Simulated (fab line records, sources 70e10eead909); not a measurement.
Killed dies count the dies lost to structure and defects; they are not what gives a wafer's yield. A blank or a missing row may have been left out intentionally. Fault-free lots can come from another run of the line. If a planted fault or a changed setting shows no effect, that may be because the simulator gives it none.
fab line records | flow nand-harc
record lots=11 wafers=33 last-day=33
route steps=1302 shown P_M0@282 P_M1@299 END@1302
lots that met no fault: taken from a fault-free run of the same line
start-h: the number of hours between the record's first day and the start of the first shown wafer of the lot | wait-h: hours since the lot's step before | " unchanged from the row above | L1.1+2: one row covering several wafers at once | - either no value or no given start | * or withheld: withheld | < > ~ a bound
route shown NAME@n: names a module that has steps shown in the file, with the first one's number in the route | usual: mean and standard deviation over wafers with no fault | same: alike in all rows | chamber/n: place in a boat | sites: the reading at each site | _std_site: standard deviation of those values | _edge_site: inner sites' mean taken away from outer sites' mean | radius-mm: for every site, how far away it sits from the centre of the wafer | mask NAME#n: copy n | behind: the tool/chamber that last shaped the wafer | hold: why the lot was held/for how many hours/how that ended | device: the transistor (n, p or np) that didn't switch | end of line: at the end of the route, the tests of the same wafers | where a step has no rows: the recipe by itself | killed: count of dies lost to structure and defects at first sort (not the wafer's yield) | map: dies across one wafer; x = killed, . = not, _ = none there
set.NAME: setting as actually run; set.NAME@STEP: the setting as run at that earlier step | model.NAME: the simulator's own value behind a step, which no gauge read
steps of the route over a sample of lots; a table a step, a row a wafer
services: a tool's chamber out of use, with start hour (start-h, from the record's first day; less than 0 if before it), hours out, and reason
## steps
# step NHARC_P_M0_INSPECT_27
# usual raw-defect-count=307/110
# columns lot.wafer tool chamber start-h wait-h raw-defect-count
L777.3 defect-inspect-02 - 130.25 0.0 190
L777.4 " - " " 169
L777.6 " - " " 157
L785.1 defect-inspect-02 - 206.41 0.0 300
L785.2 " - " " 150
L785.4 " - " " 226
L789.3 defect-inspect-02 - 246.17 0.0 536
L789.5 " - " " 465
L789.6 " - " " 198
L791.3 defect-inspect-02 - 273.27 0.0 270
L791.4 " - " " 353
L791.6 " - " " 482
L792.1 defect-inspect-01 - 273.58 0.0 264
L792.3 " - " " 457
L792.6 " - " " 292
L793.3 defect-inspect-01 - 291.00 0.0 280
L793.4 " - " " 232
L793.5 " - " " 286
L794.3 defect-inspect-02 - 301.87 0.0 217
L794.5 " - " " 262
L794.6 " - " " 196
L795.1 defect-inspect-01 - 304.77 0.0 255
L795.3 " - " " 220
L795.6 " - " " 251
L798.2 defect-inspect-02 - 337.13 0.0 340
L798.3 " - " " 304
L798.4 " - " " 253
L799.1 defect-inspect-01 - 341.93 0.0 277
L799.2 " - " " 268
L799.3 " - " " 122
L800.1 defect-inspect-02 - 355.72 0.0 338
L800.5 " - " " 224
L800.6 " - " " 312
# step NHARC_P_M1_ETCH_35
# recipe target-depth-a=400 overetch-a=120 time-s=43.94 ion-energy-ev=200 n2-flow-sccm=150 h2-flow-sccm=150 ar-flow-sccm=0 rf-w=400 bias-w=150 chemistry=N2/H2
# usual drypump-motor-current-A=5.6/0.44 mfc-ar-sccm=0.006/0.0098 n2-flow-sccm=150.0/0.39 oes-product-au=0.999/0.0067 rf-vpp-V=429.7/1.5 showerhead-plenum-p-Torr=2.01/0.042 throttle-valve-pct=14.172/0.0097
# columns lot.wafer tool chamber start-h wait-h drypump-motor-current-A mfc-ar-sccm n2-flow-sccm oes-product-au rf-hours-counter-h rf-vpp-V showerhead-plenum-p-Torr throttle-valve-pct
L777.3 rie-diel-13 0 131.89 0.1 6.3 0.030 149.6 1.013 8 429.5 1.99 14.167
L777.4 " 2 " " 5.5 0 150.1 1.005 9 430.4 2.10 14.182
L777.6 " 1 " " 5.1 0 149.6 1.012 - 428.8 1.98 14.172
L785.4 rie-diel-13 2 208.07 0.1 5.4 0 149.6 1.001 3 431.5 2.10 14.173
L785.2 " 3 " " 5.8 0 150.2 1.000 1 429.8 1.99 14.178
L785.1 " 1 " " 5.1 0 150.1 1.002 3 429.6 1.97 14.169
L789.3 rie-diel-13 3 247.85 0.1 5.7 0 150.6 1.001 3 430.3 1.99 14.174
L789.6 " 1 " " 5.1 0 150.5 0.999 - 429.2 1.97 14.183
L789.5 " 2 " " 5.4 0 149.1 1.003 - 432.5 2.10 14.145
L791.3 rie-diel-13 2 274.94 0.1 5.4 0 149.9 0.999 6 431.1 2.10 14.162
L791.4 " 3 " " 5.7 0 150.4 1.007 5 427.8 1.99 14.194
L791.6 " 1 " " 5.1 0 149.3 1.002 - 429.6 1.97 14.170
L792.1 rie-diel-06 1 275.15 0.1 5.6 0.004 150.2 1.008 12 428.4 1.98 14.170
L792.3 " 2 " " 5.5 0.011 149.8 1.010 13 430.9 2.02 14.187
L792.6 " 2 " " 5.5 0.011 150.0 1.004 - 429.5 2.02 14.172
L793.3 rie-diel-06 2 292.65 0.1 5.5 0.011 149.7 0.993 15 430.1 2.02 14.183
L793.4 " 1 " " 5.6 0.004 150.2 1.005 14 429.3 1.98 14.168
L793.5 " 3 " " 6.1 0 150.1 1.005 - 429.5 2.00 14.160
L794.3 rie-diel-06 3 303.51 0.1 6.1 0 150.2 1.008 16 430.3 2.00 14.176
L794.6 " 3 " " 6.1 0 149.8 1.004 - 429.9 2.00 14.164
L794.5 " 0 " " 4.8 0 150.1 1.003 - 428.1 2.02 14.184
L795.3 rie-diel-13 0 306.31 0.1 6.4 0.030 149.6 1.002 8 429.8 1.98 14.173
L795.1 " 3 " " 5.7 0 150.1 0.987 7 428.4 1.99 14.157
L795.6 " 0 " " 6.3 0.030 149.4 0.999 - 427.5 1.98 14.159
L798.4 rie-diel-13 3 338.85 0.1 5.7 0 150.2 0.997 8 428.7 1.99 14.173
L798.2 " 0 " " 6.3 0.030 150.0 1.005 10 430.4 1.98 14.165
L798.3 " 1 " " 5.1 0 150.8 0.999 9 426.8 1.97 14.183
L799.1 rie-diel-06 0 343.47 0.1 4.8 0 150.0 1.003 2 428.8 2.02 14.182
L799.2 " 1 " " 5.6 0.004 149.8 1.001 2 428.9 1.98 14.183
L799.3 " 3 " " 6.1 0 150.1 1.006 2 429.2 2.00 14.180
L800.1 rie-diel-13 3 357.28 0.1 5.7 0 149.1 1.007 0 429.5 1.99 14.160
L800.5 " 1 " " 5.1 0 149.8 1.003 - 428.3 1.97 14.178
L800.6 " 2 " " 5.4 0 150.3 1.001 - 432.0 2.09 14.163
# step NHARC_P_M1_ETCH_28
# recipe target-depth-a=300 over-etch-frac=0.3 time-s=72.99 ion-energy-ev=150 cf4-flow-sccm=50 n2-flow-sccm=100 ar-flow-sccm=150 rf-w=300 bias-w=100 chemistry=CF4/N2
# usual drypump-motor-current-A=5.6/0.44 mfc-ar-sccm=150.0/0.44 n2-flow-sccm=100.0/0.3 oes-product-au=0.999/0.0072 rf-vpp-V=313.5/1.2 showerhead-plenum-p-Torr=2.59/0.051 throttle-valve-pct=19.794/0.0089
# columns lot.wafer tool chamber start-h wait-h drypump-motor-current-A mfc-ar-sccm n2-flow-sccm oes-product-au rf-hours-counter-h rf-vpp-V showerhead-plenum-p-Torr throttle-valve-pct
L777.3 rie-diel-02 3 132.52 - 5.7 149.7 99.9 0.993 29 310.6 2.49 19.788
L777.4 " 2 " " 5.7 150.6 100.0 0.999 26 315.4 2.69 19.800
L777.6 " 0 " " 5.1 150.4 99.9 0.991 - 314.1 2.57 19.782
L785.2 rie-diel-06 1 208.61 - 5.6 151.2 100.2 0.997 6 313.2 2.56 19.798
L785.1 " 2 " " 5.5 149.9 100.0 0.858 6 313.2 2.61 19.786
L785.4 " 3 " " 6.1 151.0 100.2 0.856 6 313.9 2.58 19.796
L789.3 rie-diel-13 0 248.39 - 6.4 149.3 100.1 1.002 4 313.1 2.56 19.808
L789.6 " 1 " " 5.1 149.8 100.1 1.003 - 312.5 2.55 19.798
L789.5 " 2 " " 5.4 150.2 100.0 0.993 - 315.3 2.69 19.793
L791.4 rie-diel-13 1 275.47 - 5.1 151.0 99.7 1.017 6 311.6 2.55 19.787
L791.3 " 3 " " 5.7 150.8 100.2 1.007 5 315.0 2.57 19.789
L791.6 " 0 " " 6.3 150.1 99.8 0.984 - 311.5 2.56 19.794
L792.3 rie-diel-06 2 275.70 - 5.5 150.4 99.9 0.998 13 312.8 2.60 19.799
L792.1 " 3 " " 6.1 149.3 100.0 0.993 13 313.1 2.58 19.798
L792.6 " 1 " " 5.6 149.8 99.8 1.005 - 313.4 2.56 19.795
L793.4 rie-diel-13 3 293.18 - 5.7 150.0 100.7 0.992 6 312.6 2.57 19.792
L793.3 " 2 " " 5.4 149.8 99.9 0.999 7 314.5 2.69 19.797
L793.5 " 0 " " 6.3 150.2 99.7 0.988 - 313.2 2.56 19.790
L794.3 rie-diel-13 0 304.06 - 6.3 150.1 99.9 1.006 8 312.1 2.56 19.795
L794.6 " 2 " " 5.4 150.3 99.9 0.996 - 315.4 2.69 19.791
L794.5 " 3 " " 5.7 150.0 100.1 0.995 - 313.9 2.57 19.778
L795.3 rie-diel-06 3 306.90 - 6.1 149.8 99.9 1.004 16 313.9 2.58 19.802
L795.1 " 2 " " 5.5 149.6 99.2 1.003 18 314.1 2.60 19.794
L795.6 " 0 " " 4.8 149.9 99.7 1.002 - 314.7 2.61 19.789
L798.3 rie-diel-13 2 339.38 - 5.4 150.2 99.5 0.994 10 313.1 2.69 19.785
L798.2 " 0 " " 6.3 149.8 99.9 0.987 10 312.6 2.56 19.778
L798.4 " 1 " " 5.1 149.1 100.0 1.010 9 313.6 2.55 19.803
L799.2 rie-diel-06 0 344.01 - 4.8 149.8 99.9 0.994 2 314.7 2.60 19.810
L799.1 " 1 " " 5.6 149.8 100.2 1.009 2 312.0 2.55 19.797
L799.3 " 3 " " 6.1 150.4 100.2 1.011 2 313.6 2.58 19.801
L800.1 rie-diel-06 3 357.81 - 6.1 150.3 100.0 1.005 4 314.5 2.58 19.791
L800.5 " 2 " " 5.5 150.1 100.2 0.994 - 312.3 2.60 19.784
L800.6 " 3 " " 6.1 150.6 100.0 1.007 - 313.0 2.58 19.784
# step NHARC_P_M1_ANNEAL_31
# recipe temp-c=225 time-s=90
# usual wafer_temp_C_max=225.76/0.19
# columns lot.wafer tool chamber start-h wait-h wafer_temp_C_max
L777.3 rtp-anneal-01 0 133.77 - 225.68
L777.4 " 0 " " 225.92
L777.6 " 0 " " 225.68
L785.1 rtp-anneal-01 0 209.74 0.3 225.81
L785.2 " 0 " " 225.85
L785.4 " 0 " " 225.84
L789.3 rtp-anneal-01 0 249.61 0.3 225.66
L789.5 " 0 " " 225.73
L789.6 " 0 " " 225.81
L791.3 rtp-anneal-01 0 276.71 0.3 225.72
L791.4 " 0 " " 225.65
L791.6 " 0 " " 226.00
L792.1 rtp-anneal-01 0 276.92 0.4 225.64
L792.3 " 0 " " 225.69
L792.6 " 0 " " 225.88
L793.3 rtp-anneal-01 0 294.44 0.3 225.86
L793.4 " 0 " " 226.09
L793.5 " 0 " " 225.74
L794.3 rtp-anneal-02 0 305.29 0.3 225.88
L794.5 " 0 " " 225.98
L794.6 " 0 " " 225.73
L795.1 rtp-anneal-01 0 308.03 0.3 225.56
L795.3 " 0 " " 225.35
L795.6 " 0 " " 225.63
L798.2 rtp-anneal-02 0 340.57 0.4 226.08
L798.3 " 0 " " 225.63
L798.4 " 0 " " 225.86
L799.1 rtp-anneal-02 0 345.16 0.3 225.59
L799.2 " 0 " " 225.71
L799.3 " 0 " " 225.75
L800.1 rtp-anneal-01 0 358.97 0.3 225.72
L800.5 " 0 " " 225.77
L800.6 " 0 " " 225.79
# step NHARC_END_SORT_01
# recipe temp-c=25
# usual defect-limited-yield=91.4/2.6 killed-at-array=53/18 killed-at-other=0.9/1.3 killed-at-periphery=4/3.1 killed-dies=58/18 killed-open=3.4/2 killed-short=2.5/1.8 sort_bin_2_pct=3.1/1.2 sort_bin_3_pct=0.7/0.38 sort_bin_4_pct=4.8/1.5 sort-n-pass=619/18 sort-rim-yield-pct=90/4.6 sort-yield-pct=91.4/2.6
# same gross-dies=677 sort_bin_5_pct[%]=0 sort_bin_6_pct[%]=0 sort_bin_7_pct[%]=0 sort_bin_8_pct[%]=0 sort-rim-n-gross=106.00
# columns lot.wafer tool chamber start-h wait-h defect-limited-yield[%] killed-at-array killed-at-other killed-at-periphery killed-dies killed-open killed-short sort_bin_2_pct[%] sort_bin_3_pct[%] sort_bin_4_pct[%] sort-n-pass sort-rim-yield-pct[%] sort-yield-pct[%]
L777.3 prober-02 0 576.28 3.1 90.5 58 3 3 64 6 6 3.1 1.3 5.0 613 85 90.5
L777.4 prober-02 0 577.09 3.4 89.8 65 4 0 69 5 8 3.7 1.0 5.5 608 83 89.8
L777.6 prober-02 0 578.71 4.0 91.0 55 2 4 61 2 4 2.8 0.6 5.6 616 87 91.0
L785.1 prober-01 0 642.78 2.5 88.6 73 2 2 77 6 2 4.0 1.3 6.1 600 79 88.6
L785.2 prober-01 0 643.58 2.8 86.7 89 1 0 90 5 1 5.8 0.4 7.1 587 94 86.7
L785.4 prober-01 0 645.17 3.4 90.3 63 1 2 66 0 1 4.0 0.6 5.2 611 79 90.3
L789.3 prober-02 0 683.20 3.1 94.8 32 0 3 35 2 2 2.1 0.1 3.0 642 92 94.8
L789.5 prober-02 0 684.81 3.7 95.1 32 0 1 33 0 0 1.6 0.1 3.1 644 97 95.1
L789.6 prober-02 0 685.62 4.0 94.4 35 0 3 38 5 2 1.9 0.6 3.1 639 92 94.4
L792.1 prober-02 0 697.32 2.5 91.4 47 0 11 58 4 5 3.1 0.7 4.7 619 88 91.4
L792.3 prober-02 0 698.90 3.1 91.9 52 0 3 55 2 2 3.2 0.6 4.3 622 91 91.9
L792.6 prober-02 0 701.27 4.0 90.5 60 1 3 64 3 3 3.1 0.3 6.1 613 87 90.5
L791.3 prober-01 0 698.92 3.1 91.3 52 0 7 59 5 5 2.8 0.3 5.6 618 98 91.3
L791.4 prober-01 0 699.72 3.4 93.4 34 1 10 45 4 5 3.0 0.4 3.2 632 91 93.4
L791.6 prober-01 0 701.32 4.0 94.2 29 0 10 39 4 2 3.0 0.3 2.5 638 89 94.2
L794.3 prober-02 0 739.03 3.1 91.6 50 1 6 57 1 4 3.5 0.7 4.1 620 85 91.6
L794.5 prober-02 0 740.63 3.7 89.1 57 6 11 74 8 1 2.8 1.6 6.5 603 85 89.1
L794.6 prober-02 0 741.43 4.0 87.3 78 1 7 86 4 2 4.7 0.7 7.2 591 89 87.3
L793.3 prober-01 0 739.03 3.1 88.2 73 1 6 80 5 4 4.6 1.5 5.8 597 95 88.2
L793.4 prober-01 0 739.82 3.4 90.5 58 1 5 64 7 0 2.8 0.6 6.1 613 85 90.5
L793.5 prober-01 0 740.62 3.7 86.9 89 0 0 89 5 6 4.9 0.7 7.5 588 88 86.9
L795.1 prober-01 0 745.23 2.5 93.4 44 0 1 45 2 3 2.4 0.3 4.0 632 90 93.4
L795.3 prober-01 0 746.82 3.1 92.3 38 1 13 52 1 3 2.7 0.3 4.7 625 88 92.3
L795.6 prober-01 0 749.21 4.0 93.2 38 3 5 46 3 2 2.2 0.9 3.7 631 94 93.2
L798.2 prober-02 0 772.27 2.8 88.6 72 4 1 77 4 1 4.4 0.7 6.2 600 85 88.6
L798.3 prober-02 0 773.06 3.1 90.4 64 1 0 65 1 0 3.7 1.2 4.7 612 87 90.4
L798.4 prober-02 0 773.85 3.4 89.7 68 1 1 70 1 0 4.6 1.0 4.7 607 85 89.7
L799.1 prober-02 0 779.19 2.5 92.3 50 0 2 52 1 1 3.2 0.4 4.0 625 87 92.3
L799.2 prober-02 0 779.99 2.8 90.4 63 0 2 65 5 2 3.5 0.7 5.3 612 86 90.4
L799.3 prober-02 0 780.79 3.1 89.5 68 0 3 71 3 1 4.0 0.6 5.9 606 86 89.5
L800.1 prober-01 0 794.07 2.5 89.8 67 1 1 69 2 2 4.4 0.6 5.2 608 85 89.8
L800.5 prober-01 0 797.30 3.7 90.7 56 1 6 63 4 2 4.4 0.9 4.0 614 89 90.7
L800.6 prober-01 0 798.11 4.0 92.5 46 1 4 51 4 2 3.2 0.9 3.4 626 89 92.5
# killed by level:class
L777.3 A_CHANNEL_HOLE_D1:chamber-film-flake=18 A_SLIT:chamber-film-flake=15 A_CHANNEL_HOLE_D2:chamber-film-flake=8 A_STAIRCASE:chamber-film-flake=3 THIN_TSV:chamber-film-flake=3 A_ONON_D1:geometric-particle:short=2 A_CHANNEL_HOLE_D1:geometric-particle:open=2 P_GATE:chamber-film-flake=2
L777.4 A_CHANNEL_HOLE_D1:chamber-film-flake=21 A_SLIT:chamber-film-flake=17 A_CHANNEL_HOLE_D2:chamber-film-flake=6 A_CHANNEL_FILL_D2:geometric-particle:short=5 A_STAIRCASE:chamber-film-flake=4 THIN_TSV:chamber-film-flake=4 A_BLC:chamber-film-flake=3 A_DECK1_JOINT:geometric-particle:short=2
L777.6 A_CHANNEL_HOLE_D1:chamber-film-flake=23 A_SLIT:chamber-film-flake=23 A_CHANNEL_HOLE_D2:chamber-film-flake=3 A_ONON_D1:geometric-particle:short=2 THIN_TSV:chamber-film-flake=2 P_CONTACT:geometric-particle:open=1 P_M0:geometric-particle:short=1 A_ONON_D2:geometric-particle:short=1
L785.1 A_SLIT:chamber-film-flake=24 A_CHANNEL_HOLE_D1:chamber-film-flake=16 A_CONTACT:chamber-film-flake=14 A_CHANNEL_HOLE_D2:chamber-film-flake=8 A_WL_FILL:geometric-particle:short=2 A_BLC:geometric-particle:open=2 P_CONTACT:chamber-film-flake=2 A_WL_FILL:chamber-film-flake=2
L785.2 A_SLIT:chamber-film-flake=27 A_CHANNEL_HOLE_D2:chamber-film-flake=26 A_CHANNEL_HOLE_D1:chamber-film-flake=19 A_CONTACT:chamber-film-flake=8 A_CHANNEL_HOLE_D1:geometric-particle:short=1 A_DECK1_JOINT:geometric-particle:open=1 A_ONON_D2:geometric-particle:open=1 A_CONTACT:geometric-particle:open=1
L785.4 A_SLIT:chamber-film-flake=30 A_CHANNEL_HOLE_D2:chamber-film-flake=14 A_CHANNEL_HOLE_D1:chamber-film-flake=10 A_CONTACT:chamber-film-flake=8 A_CHANNEL_HOLE_D1:geometric-particle:short=1 P_STI:chamber-film-flake=1 P_CONTACT:chamber-film-flake=1 THIN_TSV:chamber-film-flake=1
L789.3 A_CHANNEL_HOLE_D2:chamber-film-flake=18 A_SLIT:chamber-film-flake=4 A_CHANNEL_HOLE_D1:chamber-film-flake=3 A_CONTACT:chamber-film-flake=3 P_M2:geometric-particle:open=1 A_CHANNEL_FILL_D1:geometric-particle:short=1 A_CHANNEL_FILL_D1:geometric-particle:open=1 A_WL_FILL:geometric-particle:short=1
L789.5 A_CHANNEL_HOLE_D2:chamber-film-flake=15 A_CONTACT:chamber-film-flake=7 A_CHANNEL_HOLE_D1:chamber-film-flake=5 A_SLIT:chamber-film-flake=2 P_STI:chamber-film-flake=1 A_CHANNEL_FILL_D2:chamber-film-flake=1 A_WL_FILL:chamber-film-flake=1 A_M1:chamber-film-flake=1
L789.6 A_CHANNEL_HOLE_D2:chamber-film-flake=12 A_CHANNEL_HOLE_D1:chamber-film-flake=9 A_CONTACT:chamber-film-flake=5 A_CHANNEL_HOLE_D2:geometric-particle:open=2 P_M2:geometric-particle:open=1 A_CHANNEL_FILL_D1:geometric-particle:open=1 A_ONON_D2:geometric-particle:open=1 A_CHANNEL_FILL_D2:geometric-particle:short=1
L792.1 A_SLIT:chamber-film-flake=16 A_CHANNEL_HOLE_D2:chamber-film-flake=11 A_CHANNEL_HOLE_D1:chamber-film-flake=7 A_CONTACT:chamber-film-flake=6 P_M2:chamber-film-flake=4 P_M2:geometric-particle:open=2 P_ZERO_WELL:chamber-film-flake=2 A_STAIRCASE:chamber-film-flake=2
L792.3 A_SLIT:chamber-film-flake=21 A_CHANNEL_HOLE_D2:chamber-film-flake=12 A_CHANNEL_HOLE_D1:chamber-film-flake=6 A_CONTACT:chamber-film-flake=6 A_STAIRCASE:chamber-film-flake=2 A_ONON_D2:geometric-particle:open=1 A_SGD_CUT:geometric-particle:short=1 A_M0:geometric-particle:open=1
L791.3 A_CHANNEL_HOLE_D1:chamber-film-flake=32 P_CONTACT:chamber-film-flake=5 A_STAIRCASE:chamber-film-flake=3 A_SLIT:chamber-film-flake=3 A_ONON_D1:geometric-particle:open=2 A_DECK1_JOINT:geometric-particle:short=2 A_ZERO_WELL:chamber-film-flake=2 P_CONTACT:geometric-particle:open=1
L791.4 A_CHANNEL_HOLE_D1:chamber-film-flake=20 P_CONTACT:chamber-film-flake=7 P_M2:chamber-film-flake=3 A_ONON_D1:geometric-particle:short=2 A_STAIRCASE:chamber-film-flake=2 A_SLIT:chamber-film-flake=2 A_WL_FILL:chamber-film-flake=2 A_ONON_D1:geometric-particle:open=1
L792.6 A_SLIT:chamber-film-flake=23 A_CHANNEL_HOLE_D2:chamber-film-flake=18 A_CHANNEL_HOLE_D1:chamber-film-flake=3 A_CHANNEL_FILL_D1:chamber-film-flake=3 A_STAIRCASE:chamber-film-flake=3 A_CONTACT:chamber-film-flake=3 P_M2:chamber-film-flake=2 A_ONON_D1:geometric-particle:short=1
L791.6 A_CHANNEL_HOLE_D1:chamber-film-flake=19 P_CONTACT:chamber-film-flake=5 A_CHANNEL_FILL_D1:chamber-film-flake=2 A_CHANNEL_FILL_D2:geometric-particle:open=2 P_STI:chamber-film-flake=2 A_STAIRCASE:chamber-film-flake=2 P_GATE:geometric-particle:open=1 P_CONTACT:geometric-particle:open=1
L794.3 A_SLIT:chamber-film-flake=29 A_CHANNEL_HOLE_D1:chamber-film-flake=15 P_M2:chamber-film-flake=4 P_CONTACT:geometric-particle:short=1 A_ONON_D1:geometric-particle:short=1 A_DECK1_JOINT:geometric-particle:open=1 A_STAIRCASE:geometric-particle:short=1 A_M1:geometric-particle:short=1
L793.3 A_CHANNEL_HOLE_D1:chamber-film-flake=34 A_CHANNEL_HOLE_D2:chamber-film-flake=19 A_SLIT:chamber-film-flake=4 A_CONTACT:chamber-film-flake=4 A_STAIRCASE:chamber-film-flake=3 P_GATE:chamber-film-flake=2 P_CONTACT:chamber-film-flake=2 P_M0:geometric-particle:open=1
L793.4 A_CHANNEL_HOLE_D1:chamber-film-flake=21 A_CHANNEL_HOLE_D2:chamber-film-flake=19 A_STAIRCASE:chamber-film-flake=6 A_SLIT:chamber-film-flake=4 P_M0:geometric-particle:open=2 A_WL_FILL:geometric-particle:open=2 A_WL_FILL:chamber-film-flake=2 A_CHANNEL_HOLE_D1:geometric-particle:open=1
L793.5 A_CHANNEL_HOLE_D1:chamber-film-flake=36 A_CHANNEL_HOLE_D2:chamber-film-flake=25 A_CONTACT:chamber-film-flake=5 A_STAIRCASE:chamber-film-flake=4 A_SLIT:chamber-film-flake=4 A_DECK1_JOINT:geometric-particle:short=2 A_M0:geometric-particle:open=2 A_M0:geometric-particle:short=2
L794.5 A_SLIT:chamber-film-flake=28 A_CHANNEL_HOLE_D1:chamber-film-flake=15 THIN_TSV:chamber-film-flake=6 P_M0:geometric-particle:open=3 P_GATE:chamber-film-flake=3 A_STAIRCASE:chamber-film-flake=3 P_ZERO_WELL:chamber-film-flake=2 P_M2:chamber-film-flake=2
L794.6 A_CHANNEL_HOLE_D1:chamber-film-flake=32 A_SLIT:chamber-film-flake=32 P_ZERO_WELL:chamber-film-flake=4 A_CONTACT:chamber-film-flake=4 P_M2:chamber-film-flake=3 A_BLC:geometric-particle:open=2 A_WL_FILL:chamber-film-flake=2 A_CHANNEL_HOLE_D1:geometric-particle:short=1
L795.1 A_CHANNEL_HOLE_D1:chamber-film-flake=19 A_CONTACT:chamber-film-flake=8 A_SLIT:chamber-film-flake=6 A_CHANNEL_HOLE_D2:chamber-film-flake=3 A_WL_FILL:chamber-film-flake=2 A_ONON_D1:geometric-particle:open=1 A_CHANNEL_FILL_D1:geometric-particle:open=1 A_ONON_D2:geometric-particle:short=1
L795.3 A_CHANNEL_HOLE_D1:chamber-film-flake=12 A_CONTACT:chamber-film-flake=11 P_GATE:chamber-film-flake=10 A_STAIRCASE:chamber-film-flake=5 A_SLIT:chamber-film-flake=5 A_CHANNEL_HOLE_D2:chamber-film-flake=2 P_CONTACT:geometric-particle:short=1 P_M0:geometric-particle:open=1
L795.6 A_CHANNEL_HOLE_D1:chamber-film-flake=15 A_CONTACT:chamber-film-flake=7 A_SLIT:chamber-film-flake=7 P_M2:chamber-film-flake=3 THIN_TSV:chamber-film-flake=3 A_STAIRCASE:chamber-film-flake=2 P_M0:geometric-particle:open=1 A_ONON_D1:geometric-particle:short=1
L798.2 A_CHANNEL_HOLE_D2:chamber-film-flake=22 A_SLIT:chamber-film-flake=21 A_CHANNEL_HOLE_D1:chamber-film-flake=13 A_STAIRCASE:chamber-film-flake=7 A_CONTACT:chamber-film-flake=4 THIN_TSV:chamber-film-flake=3 A_ONON_D1:geometric-particle:open=1 A_CHANNEL_HOLE_D2:geometric-particle:short=1
L798.3 A_SLIT:chamber-film-flake=22 A_CHANNEL_HOLE_D2:chamber-film-flake=20 A_CHANNEL_HOLE_D1:chamber-film-flake=9 A_STAIRCASE:chamber-film-flake=7 A_CONTACT:chamber-film-flake=3 A_WL_FILL:chamber-film-flake=2 A_SGD_CUT:geometric-particle:open=1 HYBRID_BOND:latent=1
L798.4 A_SLIT:chamber-film-flake=24 A_CHANNEL_HOLE_D2:chamber-film-flake=24 A_CHANNEL_HOLE_D1:chamber-film-flake=9 A_STAIRCASE:chamber-film-flake=8 A_CONTACT:chamber-film-flake=3 P_CONTACT:geometric-particle:open=1 THIN_TSV:chamber-film-flake=1
L799.1 A_CHANNEL_HOLE_D2:chamber-film-flake=23 A_SLIT:chamber-film-flake=19 A_STAIRCASE:chamber-film-flake=3 A_CONTACT:chamber-film-flake=2 P_GATE:geometric-particle:short=1 A_CHANNEL_FILL_D2:geometric-particle:open=1 P_ZERO_WELL:chamber-film-flake=1 A_CHANNEL_HOLE_D1:unspecified=1
L799.2 A_CHANNEL_HOLE_D2:chamber-film-flake=27 A_SLIT:chamber-film-flake=23 A_CONTACT:chamber-film-flake=3 A_CHANNEL_FILL_D1:geometric-particle:short=1 A_ONON_D2:geometric-particle:open=1 A_CHANNEL_FILL_D2:geometric-particle:open=1 A_WL_FILL:geometric-particle:open=1 A_WL_FILL:geometric-particle:short=1
L799.3 A_SLIT:chamber-film-flake=31 A_CHANNEL_HOLE_D2:chamber-film-flake=19 A_CHANNEL_HOLE_D1:unspecified=6 A_ZERO_WELL:chamber-film-flake=3 A_CONTACT:chamber-film-flake=3 A_CHANNEL_FILL_D2:geometric-particle:open=2 P_ZERO_WELL:chamber-film-flake=2 P_M2:geometric-particle:short=1
L800.1 A_CHANNEL_HOLE_D2:chamber-film-flake=30 A_SLIT:chamber-film-flake=17 A_CHANNEL_HOLE_D1:chamber-film-flake=8 A_CONTACT:chamber-film-flake=8 A_ONON_D1:geometric-particle:open=2 A_SOURCE_PLATE:geometric-particle:short=1 A_CHANNEL_FILL_D2:geometric-particle:short=1 P_M1:chamber-film-flake=1
L800.5 A_SLIT:chamber-film-flake=20 A_CHANNEL_HOLE_D2:chamber-film-flake=16 A_CONTACT:chamber-film-flake=9 A_CHANNEL_HOLE_D1:chamber-film-flake=6 P_M1:chamber-film-flake=3 P_CONTACT:geometric-particle:open=2 P_GATE:geometric-particle:open=1 A_SOURCE_PLATE:geometric-particle:open=1
L800.6 A_SLIT:chamber-film-flake=17 A_CHANNEL_HOLE_D2:chamber-film-flake=10 A_CONTACT:chamber-film-flake=7 A_CHANNEL_HOLE_D1:chamber-film-flake=3 A_CHANNEL_FILL_D1:geometric-particle:open=2 P_M1:chamber-film-flake=2 A_WL_FILL:chamber-film-flake=2 P_M0:geometric-particle:open=1
## services
# columns tool chamber start-h hours kind
rie-diel-02 2 116.29 2.0 repair
rie-diel-02 1 117.11 10.1 repair
rie-diel-06 0 118.18 47.1 repair
rie-diel-13 0 119.50 - clean
rie-diel-13 1 119.50 - clean
rie-diel-13 2 119.50 - clean
rie-diel-13 3 119.50 - clean
rie-diel-06 1 121.51 16.6 repair
rie-diel-06 - 130.59 9.0 pm
rie-diel-13 0 144.00 - clean
rie-diel-13 1 144.00 - clean
rie-diel-13 - 165.00 9.0 pm
rie-diel-13 3 183.55 3.9 repair
rie-diel-02 0 206.01 5.8 repair
rie-diel-02 - 217.90 9.0 pm
rie-diel-06 3 282.38 6.4 repair
rie-diel-02 3 288.54 8.7 repair
rie-diel-02 0 302.09 14.8 repair
rie-diel-06 - 307.59 9.0 pm
rie-diel-13 1 310.49 7.6 repair
rie-diel-02 3 310.72 5.7 repair
rie-diel-02 2 329.92 27.3 repair
rie-diel-13 - 336.36 2.4 repair
rie-diel-13 - 342.00 9.0 pm
## key
first-sign step=NHARC_P_M1_ETCH_28 reading=oes-product-au direction=down sigmas=20 usual=0.999 struck=0.857
effect none on later readings
met-at NHARC_P_M1_ETCH_28
struck-lots L785
struck-wafers L785.1,L785.4
not-acting-at NHARC_P_M0_INSPECT_27,NHARC_P_M1_ETCH_35,NHARC_P_M1_ANNEAL_31
fault kind=process-parameter-drift tool=rie-diel-06 chamber=- onset-h=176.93 steps=NHARC_P_M1_ETCH_28 channel=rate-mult offset=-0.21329 shape=step end-h=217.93 scope=struck-wafers-only
